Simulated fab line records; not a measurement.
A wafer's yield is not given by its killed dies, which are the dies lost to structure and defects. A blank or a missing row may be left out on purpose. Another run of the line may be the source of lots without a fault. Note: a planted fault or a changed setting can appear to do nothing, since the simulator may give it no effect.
Matching of chambers :: flow nand_harc :: NHARC_P_M0_CMP_23 on cmp-04 has 4 sister chambers
The step polishes, t overpolish 20 s, target thk 117.54 nm. 8 wafers are shown with their chamber, then 9 later ones without.

## WAFERS PAIRED WITH THEIR CHAMBERS
wafer: L078.3
chamber: 3
motor_current_A (A): 12.6
time_to_endpoint_s (s): 29

wafer: L078.5
chamber: 2
motor_current_A (A): 12.5
time_to_endpoint_s (s): 35

wafer: L087.3
chamber: 1
motor_current_A (A): 13.0
time_to_endpoint_s (s): 28

wafer: L087.4
chamber: 3
motor_current_A (A): 13.3
time_to_endpoint_s (s): 30

wafer: L087.5
chamber: 1
motor_current_A (A): 13.2
time_to_endpoint_s (s): 27

wafer: L089.1
chamber: 0
motor_current_A (A): 11.1
time_to_endpoint_s (s): 35

wafer: L089.4
chamber: 2
motor_current_A (A): 12.6
time_to_endpoint_s (s): 34

wafer: L089.5
chamber: 0
motor_current_A (A): 11.2
time_to_endpoint_s (s): 35

## WAFERS MISSING THEIR CHAMBER
wafer: L090.1
motor_current_A (A): 12.5
time_to_endpoint_s (s): 23

wafer: L090.4
motor_current_A (A): 13.0
time_to_endpoint_s (s): 30

wafer: L090.5
motor_current_A (A): 11.8
time_to_endpoint_s (s): 30

wafer: L091.2
motor_current_A (A): 12.3
time_to_endpoint_s (s): 32

wafer: L091.4
motor_current_A (A): 10.9
time_to_endpoint_s (s): 35

wafer: L091.6
motor_current_A (A): 13.0
time_to_endpoint_s (s): 32

wafer: L092.1
motor_current_A (A): 12.7
time_to_endpoint_s (s): 28

wafer: L092.4
motor_current_A (A): 12.6
time_to_endpoint_s (s): 33

wafer: L092.6
motor_current_A (A): 13.0
time_to_endpoint_s (s): 26

## WHICH CHAMBER EACH WENT THROUGH
wafer: L090.1
from the rows above: 1
in truth: 1

wafer: L090.4
from the rows above: 3
in truth: 3

wafer: L090.5
from the rows above: can't be placed: 3 or 1
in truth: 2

wafer: L091.2
from the rows above: can't be placed: 2 or 3
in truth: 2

wafer: L091.4
from the rows above: 0
in truth: 0

wafer: L091.6
from the rows above: can't be placed: 3 or 2
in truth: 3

wafer: L092.1
from the rows above: can't be placed: 1 or 3
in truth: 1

wafer: L092.4
from the rows above: 2
in truth: 2

wafer: L092.6
from the rows above: 1
in truth: 1
Correctly placed: 5 of 9. Not placeable from these rows: 4 (in 3, the candidates include the true chamber). Placed wrongly: 0.
How it was worked out, from the rows above alone: a wafer's distance from a chamber is the root of the sum, over the readings, of the square of ((its reading less the chamber's mean) divided by the reading's scatter). The wafer belongs to the nearest chamber; if the next one is less than 2 further off, it can't be placed. For every chamber, the mean is computed from those of its wafers that are shown. The scatter: the root of (the sum of the squares of (reading less its chamber's mean) over the shown wafers, divided by (wafers less chambers)).
